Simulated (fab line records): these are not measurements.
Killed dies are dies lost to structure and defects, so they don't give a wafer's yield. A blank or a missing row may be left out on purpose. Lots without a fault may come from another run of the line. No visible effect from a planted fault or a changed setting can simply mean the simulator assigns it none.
fab line records	flow n5-finfet
record lots=7	wafers=21
route steps=1938 shown BEOL_M7@1270 BEOL_M8@1337 BEOL_M9@1411 BEOL_M10@1473
start-h: the number of hours between the record's first day and the start of the first shown wafer of the lot	wait-h: hours elapsed since this lot's preceding step	" the same as in the row above	L1.1+2: one row covering several wafers at once	- no value, or no start given	* or withheld: withheld	< > ~ a bound
route shown NAME@n: NAME is a module with steps in the file, n the number in the route of the first one	usual: mean/standard deviation of fault-free wafers	same: alike in all rows	chamber/n: place in a boat	sites: each site's reading	_std_site: how widely they spread, as a standard deviation	_edge_site: inner sites' mean taken away from outer sites' mean	radius-mm: for every site, how far away it sits from the centre of the wafer	mask NAME#n: copy n	behind: tool/chamber where the wafer was last shaped	hold: why the lot went on hold/how many hours it stayed there/how the hold came to an end	device: the n, p or np transistor that did not switch	end of line: at the end of the route, the tests of the same wafers	a step given without rows: its recipe and nothing more	killed: at the first sort, the dies lost to defects and structure; wafer yield is something else	map: the dies of a wafer, with x for killed, . for not killed, _ for no die there
set.NAME: the setting the step ran with; set.NAME@STEP: the setting that earlier step ran with	model.NAME: the simulator's own value behind a step, which no gauge read
lots with deliberately changed settings; one table per step, one row per wafer
## steps
# step N5_BEOL_M7_COAT_05
# recipe resist=CAR-ArF	spin-rpm=1500	resist-thk-nm=90
lot.wafer	tool	chamber	start-h	wait-h	set.spin-rpm	model.CAR-ArF_of_BEOL_M7_COAT_05.thk-nm
L074.4	litho-track-01	0	-	-	1344	95.4
L074.5	"	0	"	"	1500	90.2
L074.6	"	0	"	"	1344	95
L076.2	litho-track-01	0	-	-	1449	91.8
L076.3+6	"	0	"	"	1500	90
L080.3+4+6	litho-track-02	0	-	-	1500	90.2
L086.1	litho-track-05	0	-	-	1435	91.8
L086.3+6	"	0	"	"	1435	92
L087.2+5	litho-track-02	0	-	-	1500	90.4
L087.6	"	0	"	"	1420	93
L089.4	litho-track-05	0	-	-	1500	89.8
L089.5+6	"	0	"	"	1344	95
L096.1	litho-track-01	0	-	-	1500	90
L096.2+5	"	0	"	"	1554	88.2
# step N5_BEOL_M7_EBR_07
# recipe solvent=PGMEA	ebr-width-mm=1.5
# step N5_BEOL_M7_SOFTBAKE_06
# recipe temp-c=110	time-s=60	resist=CAR-ArF
# step N5_BEOL_M7_DESCUM_16
# recipe chemistry=O2	time-s=7.9	source-power-w=50	bias-power-w=20	pressure-mtorr=20	rf-frequency-hz=2.712e+07	temp-c=40	resist=CAR-ArF	o2-flow-sccm=225
lot.wafer	tool	chamber	start-h	wait-h	set.spin-rpm@BEOL_M7_COAT_05	model.CAR-ArF_of_BEOL_M7_COAT_05.thk-nm
L074.4	rie-diel-02	0	190.77	0.0	1344	89
L074.5	"	3	"	"	1500	83.6
L074.6	"	0	"	"	1344	88.6
L076.2	rie-diel-02	3	218.95	0.3	1449	85.2
L076.3+6	"	2,1	"	"	1500	83.6
L080.3+4+6	rie-diel-01	0,3,3	248.13	0.2	1500	83.6
L086.1	rie-diel-04	1	271.65	0.0	1435	85.2
L086.3	"	3	"	"	1435	85.4
L086.6	"	0	"	"	1435	85.6
L087.2	rie-diel-02	2	300.90	0.0	1500	84
L087.5	"	2	"	"	1500	83.8
L087.6	"	3	"	"	1420	86.4
L089.4	rie-diel-04	1	301.23	0.2	1500	83.2
L089.5+6	"	2,3	"	"	1344	88.4
L096.1	rie-diel-01	3	338.51	0.0	1500	83.6
L096.2+5	"	2,0	"	"	1554	81.6
# step N5_BEOL_M7_ETCH_61
# recipe chemistry=CF4	target=SiARC	target-depth-a=455	mask-material=CAR-ArF	time-s=75.8	ion-energy-ev=80	pressure-mtorr=40	source-w=545	bias-w=36	Ar_flow_sccm=100	cf4-flow-sccm=100	ends=cleared
# step N5_BEOL_M7_ETCH_62
# recipe chemistry=N2/H2	target=SOC	target-depth-a=1100	overetch-a=220	mask-material=SiARC	temp-c=40	time-s=165	ion-energy-ev=200	pressure-mtorr=30	source-w=840	bias-w=150	n2-flow-sccm=200	h2-flow-sccm=200
# step N5_BEOL_M7_STRIP_80
# recipe chemistry=N2/H2	time-s=10	power-w=450	temp-c=40	pressure-mtorr=20	rf-frequency-hz=6e+07	bias-power-w=7	n2-flow-sccm=200	h2-flow-sccm=200
# step N5_BEOL_M7_HM_STRIP_39
# recipe chemistry=peroxide-tin-strip	material=TiN	target-depth-a=250	temp-c=50	time-s=158
lot.wafer	tool	chamber	start-h	wait-h	set.temp-c@BEOL_M7_PECVD_70	model.SiO2_of_BEOL_M7_PECVD_70.thk-nm
L074.4	wet-bench-06	6	193.39	0.0	400	20
L074.5+6	"	5,7	"	"	400	19.6
L076.2	wet-bench-03	2	220.83	0.0	393.5	20.4
L076.3	"	4	"	"	400	19.8
L076.6	"	0	"	"	393.5	20.8
L080.3	wet-bench-06	0	253.39	0.0	400	19.8
L080.4+6	"	1,7	"	"	400	20
L086.1	wet-bench-03	4	273.67	0.0	400	19.4
L086.3	"	7	"	"	400	19
L086.6	"	1	"	"	400	20.2
L087.2	wet-bench-03	7	303.55	0.0	383.3	21.6
L087.5	"	0	"	"	383.3	22.2
L087.6	"	1	"	"	400	19.6
L089.4	wet-bench-03	6	303.95	0.0	400	19.8
L089.5	"	5	"	"	400	20.4
L089.6	"	7	"	"	400	19.6
L096.1	wet-bench-06	1	340.17	0.0	400	20.2
L096.2	"	2	"	"	415.4	17.8
L096.5	"	4	"	"	400	20
# step N5_BEOL_M8_COAT_59
# recipe resist=SOC	temp-c=250	time-s=60	spin-rpm=1500	resist-thk-nm=100
lot.wafer	tool	chamber	start-h	wait-h	set.spin-rpm	model.SOC_of_BEOL_M8_COAT_59.thk-nm
L074.4	litho-track-04	0	199.43	0.1	1500	99.4
L074.5+6	"	0	"	"	1500	100
L076.2	litho-track-03	0	225.67	0.1	1500	100.2
L076.3	"	0	"	"	1500	100
L076.6	"	0	"	"	1500	100.4
L080.3+6	litho-track-03	0	260.41	0.1	1500	99.6
L080.4	"	0	"	"	1500	99.8
L086.1	litho-track-04	0	279.25	0.1	1500	100.2
L086.3+6	"	0	"	"	1571	97.8
L087.2+6	litho-track-04	0	309.97	0.1	1575	98
L087.5	"	0	"	"	1500	100
L089.4	litho-track-01	0	312.47	0.1	1420	102.6
L089.5	"	0	"	"	1420	102.8
L089.6	"	0	"	"	1500	100.2
L096.1+5	litho-track-03	0	346.65	0.1	1500	100
L096.2	"	0	"	"	1500	99.8
# step N5_BEOL_M8_DESCUM_16
# recipe chemistry=O2	time-s=7.9	source-power-w=50	bias-power-w=20	pressure-mtorr=20	rf-frequency-hz=2.712e+07	temp-c=40	resist=CAR-ArF	o2-flow-sccm=225
lot.wafer	tool	chamber	start-h	wait-h	set.time-s	model.CAR-ArF_of_BEOL_M8_COAT_05.thk-nm
L074.4+5+6	rie-diel-05	0,1,2	200.18	0.1	7.9	83.2
L076.2	rie-diel-05	3	226.01	0.0	7.9	83.6
L076.3+6	"	0	"	"	7.9	83.4
L080.3	rie-diel-05	2	260.88	0.0	7.9	83
L080.4+6	"	0,3	"	"	7.9	83.2
L086.1	rie-diel-05	2	280.16	0.4	7.9	83.8
L086.3+6	"	3	"	"	6.223	85
L087.2	rie-diel-03	0	310.43	0.0	7.9	83
L087.5	"	1	"	"	6.788	84
L087.6	"	2	"	"	7.9	83.6
L089.4	rie-diel-03	2	313.00	0.1	6.833	84
L089.5	"	3	"	"	6.833	84.2
L089.6	"	0	"	"	7.9	83.6
L096.1	rie-diel-03	2	346.99	0.0	7.9	83.2
L096.2	"	0	"	"	7.114	84
L096.5	"	1	"	"	7.114	83.8
# step N5_BEOL_M8_ETCH_61
# recipe chemistry=CF4	target=SiARC	target-depth-a=455	mask-material=CAR-ArF	time-s=75.8	ion-energy-ev=80	pressure-mtorr=40	source-w=545	bias-w=36	Ar_flow_sccm=100	cf4-flow-sccm=100	ends=cleared
lot.wafer	tool	chamber	start-h	wait-h	set.time-s@BEOL_M8_DESCUM_16	model.CAR-ArF_of_BEOL_M8_COAT_05.thk-nm
L074.4	rie-diel-05	0	200.23	0.0	7.9	50.4
L074.5+6	"	1,2	"	"	7.9	50.6
L076.2+6	rie-diel-05	3,0	226.04	0.0	7.9	51
L076.3	"	0	"	"	7.9	50.8
L080.3	rie-diel-05	2	260.92	0.0	7.9	50.2
L080.4+6	"	0,3	"	"	7.9	50.4
L086.1	rie-diel-05	2	280.20	0.0	7.9	51.2
L086.3	"	3	"	"	6.223	52.2
L086.6	"	3	"	"	6.223	52.4
L087.2	rie-diel-03	0	310.46	0.0	7.9	50.2
L087.5	"	1	"	"	6.788	51.4
L087.6	"	2	"	"	7.9	50.8
L089.4	rie-diel-03	2	313.04	0.0	6.833	51.4
L089.5	"	3	"	"	6.833	51.6
L089.6	"	0	"	"	7.9	51
L096.1	rie-diel-03	2	347.02	0.0	7.9	50.6
L096.2	"	0	"	"	7.114	51.4
L096.5	"	1	"	"	7.114	51
# step N5_BEOL_M8_ETCH_62
# recipe chemistry=N2/H2	target=SOC	target-depth-a=1100	overetch-a=220	mask-material=SiARC	temp-c=40	time-s=165	ion-energy-ev=200	pressure-mtorr=30	source-w=840	bias-w=150	n2-flow-sccm=200	h2-flow-sccm=200
lot.wafer	tool	chamber	start-h	wait-h	set.spin-rpm@BEOL_M8_COAT_59	model.etch.depth-nm
L074.4	rie-diel-05	0	200.33	0.1	1500	99.49
L074.5	"	1	"	"	1500	99.95
L074.6	"	2	"	"	1500	99.93
L076.2	rie-diel-05	3	226.10	0.0	1500	100.2
L076.3	"	0	"	"	1500	100
L076.6	"	0	"	"	1500	100.3
L080.3	rie-diel-05	2	260.98	0.0	1500	99.7
L080.4	"	0	"	"	1500	99.72
L080.6	"	3	"	"	1500	99.56
L086.1	rie-diel-05	2	280.25	0.0	1500	100.3
L086.3	"	3	"	"	1571	97.77
L086.6	"	3	"	"	1571	97.85
L087.2	rie-diel-03	0	310.52	0.0	1575	98.06
L087.5	"	1	"	"	1500	100.1
L087.6	"	2	"	"	1575	98.07
L089.4	rie-diel-03	2	313.09	0.0	1420	102.6
L089.5	"	3	"	"	1420	102.9
L089.6	"	0	"	"	1500	100.2
L096.1	rie-diel-03	2	347.08	0.0	1500	100
L096.2	"	0	"	"	1500	99.81
L096.5	"	1	"	"	1500	99.99
# step N5_BEOL_M8_STRIP_68
# recipe chemistry=N2/H2	temp-c=40	n2-flow-sccm=200	h2-flow-sccm=200	rf-frequency-hz=6e+07
# step N5_BEOL_M8_STRIP_67
# recipe chemistry=CF4	resist=SiARC	power-w=300	bias-power-w=75	pressure-mtorr=50	cf4-flow-sccm=150	rf-frequency-hz=6e+07
# step N5_BEOL_M8_HM_OPEN_17
# recipe chemistry=Cl2/BCl3	target-depth-a=200	overetch-a=60	target=TiN	mask-material=SOC	ion-energy-ev=150	pressure-mtorr=10	icp-w=1000	bias-w=126	Cl2_flow_sccm=53.25	bcl3-flow-sccm=21.75	Ar_flow_sccm=25
lot.wafer	tool	chamber	start-h	wait-h	set.spin-rpm@BEOL_M8_COAT_59	model.SOC_of_BEOL_M8_COAT_59.thk-nm
L074.4	rie-metal-03	0	200.48	0.1	1500	91.6
L074.5	"	0	"	"	1500	92
L074.6	"	1	"	"	1500	92.2
L076.2	rie-metal-01	1	226.29	0.0	1500	92.4
L076.3	"	0	"	"	1500	91.8
L076.6	"	1	"	"	1500	92.6
L080.3+4+6	rie-metal-01	1,0,1	261.19	0.1	1500	91.8
L086.1	rie-metal-03	1	280.44	0.0	1500	92.4
L086.3+6	"	1	"	"	1571	90
L087.2	rie-metal-03	0	310.70	0.0	1575	90.2
L087.5	"	0	"	"	1500	92.2
L087.6	"	1	"	"	1575	90.4
L089.4+5	rie-metal-03	1,0	313.31	0.1	1420	94.8
L089.6	"	1	"	"	1500	92.4
L096.1	rie-metal-03	1	347.26	0.0	1500	92.2
L096.2+5	"	0	"	"	1500	92
# step N5_BEOL_M9_EXPOSE_08
# recipe mask-id=M9	na=1.35	source-shape=dipole	sigma-inner=0.411	sigma-outer=0.611	polarization=te	dose-mj=53.75
lot.wafer	tool	chamber	start-h	wait-h	mask	set.dose-mj
L074.4+6	arfi-scanner-01	0	208.27	-	M9#0	52.01
L074.5	"	0	"	"	M9#0	53.75
L076.2+3+6	arfi-scanner-01	0	234.58	-	M9#0	53.75
L080.3+4+6	arfi-scanner-01	0	268.08	-	M9#0	53.75
L086.1+6	arfi-scanner-01	0	287.81	-	M9#0	51.19
L086.3	"	0	"	"	M9#0	53.75
L087.2+6	arfi-scanner-03	0	318.64	-	M9#0	53.75
L087.5	"	0	"	"	M9#0	56.86
L089.4	arfi-scanner-01	0	319.89	-	M9#0	53.75
L089.5+6	"	0	"	"	M9#0	50.2
L096.1+5	arfi-scanner-01	0	355.77	-	M9#0	52.62
L096.2	"	0	"	"	M9#0	53.75
# step N5_BEOL_M9_PEB_09
# recipe peb-temp-c=withheld	peb-time-s=60	resist=CAR-ArF
# step N5_BEOL_M9_DEVELOP_10
# recipe develop-time-s=30	developer=TMAH	resist=CAR-ArF	rinse-liquid=diw	dry=air-spin	dev-temp-c=23
# step N5_BEOL_M9_CD_MEAS_11
# recipe target-cd-nm=64.1	landing-energy-ev=500	detector=se-inlens	polarity=opening
# usual cd-nm=64.1/0.41
lot.wafer	tool	chamber	start-h	wait-h	set.dose-mj@BEOL_M9_EXPOSE_08	cd-nm
L074.4	cd-sem-01	0	208.38	-	52.01	62.2
L074.5	"	0	"	"	53.75	64.8
L074.6	"	0	"	"	52.01	63.4
L076.2	cd-sem-03	0	234.70	-	53.75	63.6
L076.3	"	0	"	"	53.75	63.3
L076.6	"	0	"	"	53.75	63.3
L080.3	cd-sem-01	0	268.20	-	53.75	64.3
L080.4	"	0	"	"	53.75	63.7
L080.6	"	0	"	"	53.75	64.4
L086.1	cd-sem-02	0	287.94	-	51.19	61.7
L086.3	"	0	"	"	53.75	63.8
L086.6	"	0	"	"	51.19	61.9
L087.2	cd-sem-02	0	318.76	-	53.75	64.1
L087.5	"	0	"	"	56.86	67.0
L087.6	"	0	"	"	53.75	64.4
L089.4	cd-sem-02	0	320.00	-	53.75	64.6
L089.5	"	0	"	"	50.2	61.1
L089.6	"	0	"	"	50.2	60.4
L096.1	cd-sem-02	0	355.90	-	52.62	62.1
L096.2	"	0	"	"	53.75	64.2
L096.5	"	0	"	"	52.62	62.5
# step N5_BEOL_M9_DESCUM_16
# recipe chemistry=O2	time-s=7.9	source-power-w=50	bias-power-w=20	pressure-mtorr=20	rf-frequency-hz=2.712e+07	temp-c=40	resist=CAR-ArF	o2-flow-sccm=225
# step N5_BEOL_M9_ETCH_61
# recipe chemistry=CF4	target=SiARC	target-depth-a=390	mask-material=CAR-ArF	time-s=65	ion-energy-ev=80	pressure-mtorr=40	source-w=545	bias-w=36	Ar_flow_sccm=100	cf4-flow-sccm=100	ends=cleared
lot.wafer	tool	chamber	start-h	wait-h	set.dose-mj@BEOL_M9_EXPOSE_08	model.BEOL_M9.cd-offset-nm
L074.4	rie-diel-04	3	208.50	0.0	52.01	-1.8
L074.5	"	3	"	"	53.75	0.4
L074.6	"	2	"	"	52.01	-1
L076.2	rie-diel-02	3	235.31	0.0	53.75	-0.8
L076.3	"	0	"	"	53.75	-0.6
L076.6	"	1	"	"	53.75	-0.4
L080.3	rie-diel-01	1	268.32	0.0	53.75	0
L080.4	"	1	"	"	53.75	-0.4
L080.6	"	3	"	"	53.75	0.2
L086.1	rie-diel-01	1	288.15	0.0	51.19	-2.2
L086.3	"	3	"	"	53.75	-0.2
L086.6	"	1	"	"	51.19	-2.4
L087.2+6	rie-diel-02	0	318.88	0.0	53.75	0.2
L087.5	"	2	"	"	56.86	2.8
L089.4	rie-diel-02	1	320.14	0.0	53.75	0.2
L089.5	"	0	"	"	50.2	-3.4
L089.6	"	2	"	"	50.2	-3.2
L096.1+5	rie-diel-02	1,3	356.18	0.0	52.62	-1.6
L096.2	"	2	"	"	53.75	0
# step N5_BEOL_M9_ETCH_62
# recipe chemistry=N2/H2	target=SOC	target-depth-a=1100	overetch-a=220	mask-material=SiARC	temp-c=40	time-s=165	ion-energy-ev=200	pressure-mtorr=30	source-w=840	bias-w=150	n2-flow-sccm=200	h2-flow-sccm=200
lot.wafer	tool	chamber	start-h	wait-h	set.dose-mj@BEOL_M9_EXPOSE_08	model.BEOL_M9.cd-offset-nm
L074.4	rie-diel-04	3	208.55	0.0	52.01	-1.6
L074.5	"	3	"	"	53.75	0.2
L074.6	"	2	"	"	52.01	-1.2
L076.2+3	rie-diel-02	3,0	235.36	0.0	53.75	-0.8
L076.6	"	1	"	"	53.75	-0.4
L080.3	rie-diel-01	1	268.37	0.0	53.75	-0.4
L080.4	"	1	"	"	53.75	-0.6
L080.6	"	3	"	"	53.75	0
L086.1	rie-diel-01	1	288.20	0.0	51.19	-2.6
L086.3	"	3	"	"	53.75	-0.2
L086.6	"	1	"	"	51.19	-2.4
L087.2	rie-diel-02	0	318.93	0.0	53.75	0
L087.5	"	2	"	"	56.86	2.6
L087.6	"	0	"	"	53.75	0.2
L089.4	rie-diel-02	1	320.24	0.1	53.75	0.4
L089.5	"	0	"	"	50.2	-3.4
L089.6	"	2	"	"	50.2	-3.6
L096.1	rie-diel-02	1	356.23	0.0	52.62	-1.2
L096.2	"	2	"	"	53.75	0
L096.5	"	3	"	"	52.62	-1.6
# step N5_BEOL_M9_STRIP_19
# recipe chemistry=O2	power-w=400	temp-c=40	pressure-mtorr=30	rf-frequency-hz=6e+07	bias-power-w=0	overash-fraction=0.2	o2-flow-sccm=225
lot.wafer	tool	chamber	start-h	wait-h	set.power-w
L074.4	rie-diel-02	0	208.91	0.1	366.9
L074.5+6	"	1,0	"	"	400
L076.2+3+6	rie-diel-02	0,3,1	235.66	0.1	400
L080.3+4+6	rie-diel-01	1,1,0	268.66	0.1	400
L086.1+6	rie-diel-04	2,1	288.64	0.2	400
L086.3	"	0	"	"	360.7
L087.2	rie-diel-02	1	319.23	0.1	464
L087.5+6	"	2,0	"	"	400
L089.4+6	rie-diel-01	3	320.47	0.1	400
L089.5	"	0	"	"	360.4
L096.1+2+5	rie-diel-01	3,2,1	356.53	0.1	360.2
# step N5_BEOL_M9_CD_MEAS_18
# recipe pitch-nm=140	target-cd-nm=70
# usual cd-nm=69.9/0.4
lot.wafer	tool	chamber	start-h	wait-h	set.dose-mj@BEOL_M9_EXPOSE_08	cd-nm
L074.4	cd-sem-01	-	208.99	0.1	52.01	68.6
L074.5	"	-	"	"	53.75	70.3
L074.6	"	-	"	"	52.01	68.4
L076.2	cd-sem-02	-	235.74	0.1	53.75	69.6
L076.3	"	-	"	"	53.75	69.3
L076.6	"	-	"	"	53.75	69.4
L080.3	cd-sem-02	-	268.74	0.1	53.75	69.8
L080.4	"	-	"	"	53.75	69.5
L080.6	"	-	"	"	53.75	69.8
L086.1	cd-sem-01	-	288.71	0.0	51.19	66.8
L086.3	"	-	"	"	53.75	69.8
L086.6	"	-	"	"	51.19	67.3
L087.2	cd-sem-02	-	319.30	0.1	53.75	70.0
L087.5	"	-	"	"	56.86	72.8
L087.6	"	-	"	"	53.75	70.2
L089.4	cd-sem-01	-	320.54	0.1	53.75	70.3
L089.5	"	-	"	"	50.2	66.9
L089.6	"	-	"	"	50.2	66.7
L096.1	cd-sem-01	-	356.60	0.0	52.62	68.8
L096.2	"	-	"	"	53.75	69.8
L096.5	"	-	"	"	52.62	68.4
# step N5_BEOL_M9_COAT_63
# recipe resist=SOC	temp-c=250	time-s=60	spin-rpm=1500	resist-thk-nm=60
# step N5_BEOL_M9_COAT_64
# recipe resist=SiARC	temp-c=220	time-s=60	spin-rpm=1500	resist-thk-nm=12
# step N5_BEOL_M9_PRECLEAN_42
# recipe chemistry=residue-remover	time-s=60	temp-c=40
# step N5_BEOL_M9_SRD_43
# recipe time-s=30	temp-c=23	rinse-liquid=diw	dry=ipa-marangoni
# step N5_BEOL_M9_CD_MEAS_35
# recipe target-cd-nm=70	target-cd-y-nm=40	polarity=opening
# usual cd-nm=69.9/0.42
lot.wafer	tool	chamber	start-h	wait-h	set.dose-mj@BEOL_M9_EXPOSE_08	cd-nm
L074.4	cd-sem-03	-	212.47	0.0	52.01	68.7
L074.5	"	-	"	"	53.75	70.1
L074.6	"	-	"	"	52.01	68.3
L076.2	cd-sem-02	-	239.54	0.0	53.75	69.1
L076.3	"	-	"	"	53.75	69.3
L076.6	"	-	"	"	53.75	69.8
L080.3	cd-sem-02	-	271.01	0.0	53.75	69.5
L080.4	"	-	"	"	53.75	69.7
L080.6	"	-	"	"	53.75	70.4
L086.1	cd-sem-01	-	292.59	0.0	51.19	67.4
L086.3	"	-	"	"	53.75	69.9
L086.6	"	-	"	"	51.19	67.5
L087.2	cd-sem-02	-	320.77	0.0	53.75	70.1
L087.5	"	-	"	"	56.86	73.0
L087.6	"	-	"	"	53.75	70.3
L089.4	cd-sem-01	-	321.62	0.0	53.75	70.2
L089.5	"	-	"	"	50.2	66.6
L089.6	"	-	"	"	50.2	66.7
L096.1	cd-sem-01	-	358.58	0.0	52.62	68.7
L096.2	"	-	"	"	53.75	70.0
L096.5	"	-	"	"	52.62	68.4
# step N5_BEOL_M10_PECVD_70
# recipe material=SiO2	target-thk-a=200	temp-c=400	precursor=TEOS/O2	pressure-torr=5.5	rf-w=450	teos-flow-sccm=53.8	gas=O2	flow-sccm=3000	time-s=22.7
lot.wafer	tool	chamber	start-h	wait-h	set.temp-c	model.SiO2_of_BEOL_M10_PECVD_70.thk-nm
L074.4	pecvd-04	2	215.96	0.1	400	20.2
L074.5+6	"	0,1	"	"	400	19.8
L076.2	pecvd-02	0	243.49	0.0	394.5	21
L076.3	"	2	"	"	400	20.4
L076.6	"	2	"	"	394.5	21.2
L080.3	pecvd-02	0	274.68	0.0	400	19.8
L080.4	"	2	"	"	400	20.4
L080.6	"	1	"	"	400	20.2
L086.1	pecvd-02	2	296.31	0.0	408.7	19
L086.3+6	"	0,2	"	"	400	20.2
L087.2	pecvd-02	2	323.73	0.0	400	20.2
L087.5	"	2	"	"	393.7	21.2
L087.6	"	0	"	"	393.7	21.4
L089.4+5	pecvd-04	2	327.71	0.1	400	20
L089.6	"	1	"	"	414.8	18.2
L096.1	pecvd-02	0	363.36	0.0	400	20.6
L096.2	"	2	"	"	408.9	19.2
L096.5	"	0	"	"	408.9	19.6
## key
split step=N5_BEOL_M7_COAT_05	setting=spin-rpm	stated=1500	by=wafer
response step=N5_BEOL_M7_COAT_05	reading=model.CAR-ArF_of_BEOL_M7_COAT_05.thk-nm	change=-0.492	per=1%	r=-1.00
response step=N5_BEOL_M7_DESCUM_16	reading=model.CAR-ArF_of_BEOL_M7_COAT_05.thk-nm	change=-0.498	per=1%	r=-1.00
split step=N5_BEOL_M8_COAT_59	setting=spin-rpm	stated=1500	by=wafer
response step=N5_BEOL_M8_COAT_59	reading=model.SOC_of_BEOL_M8_COAT_59.thk-nm	change=-0.457	per=1%	r=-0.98
response step=N5_BEOL_M8_ETCH_62	reading=model.etch.depth-nm	change=-0.462	per=1%	r=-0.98
response step=N5_BEOL_M8_HM_OPEN_17	reading=model.SOC_of_BEOL_M8_COAT_59.thk-nm	change=-0.444	per=1%	r=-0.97
split step=N5_BEOL_M8_DESCUM_16	setting=time-s	stated=7.9	by=wafer
response step=N5_BEOL_M8_DESCUM_16	reading=model.CAR-ArF_of_BEOL_M8_COAT_05.thk-nm	change=-0.0527	per=1%	r=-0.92
response step=N5_BEOL_M8_ETCH_61	reading=model.CAR-ArF_of_BEOL_M8_COAT_05.thk-nm	change=-0.0524	per=1%	r=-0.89
split step=N5_BEOL_M9_EXPOSE_08	setting=dose-mj	stated=53.75	by=wafer
response step=N5_BEOL_M9_CD_MEAS_11	reading=cd-nm	change=+0.529	per=1%	r=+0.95
response step=N5_BEOL_M9_ETCH_61	reading=model.BEOL_M9.cd-offset-nm	change=+0.5	per=1%	r=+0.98
response step=N5_BEOL_M9_ETCH_62	reading=model.BEOL_M9.cd-offset-nm	change=+0.517	per=1%	r=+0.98
response step=N5_BEOL_M9_CD_MEAS_18	reading=cd-nm	change=+0.53	per=1%	r=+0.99
response step=N5_BEOL_M9_CD_MEAS_35	reading=cd-nm	change=+0.522	per=1%	r=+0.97
split step=N5_BEOL_M9_STRIP_19	setting=power-w	stated=400	by=wafer
response none clear
split step=N5_BEOL_M10_PECVD_70	setting=temp-c	stated=400	by=wafer
response step=N5_BEOL_M10_PECVD_70	reading=model.SiO2_of_BEOL_M10_PECVD_70.thk-nm	change=-0.528	per=1%	r=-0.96
split outside-this-file step=N5_BEOL_M7_PECVD_70 setting=temp-c
# split outside-this-file: this setting was split too, and the file shows its column; the key of that split is in another file
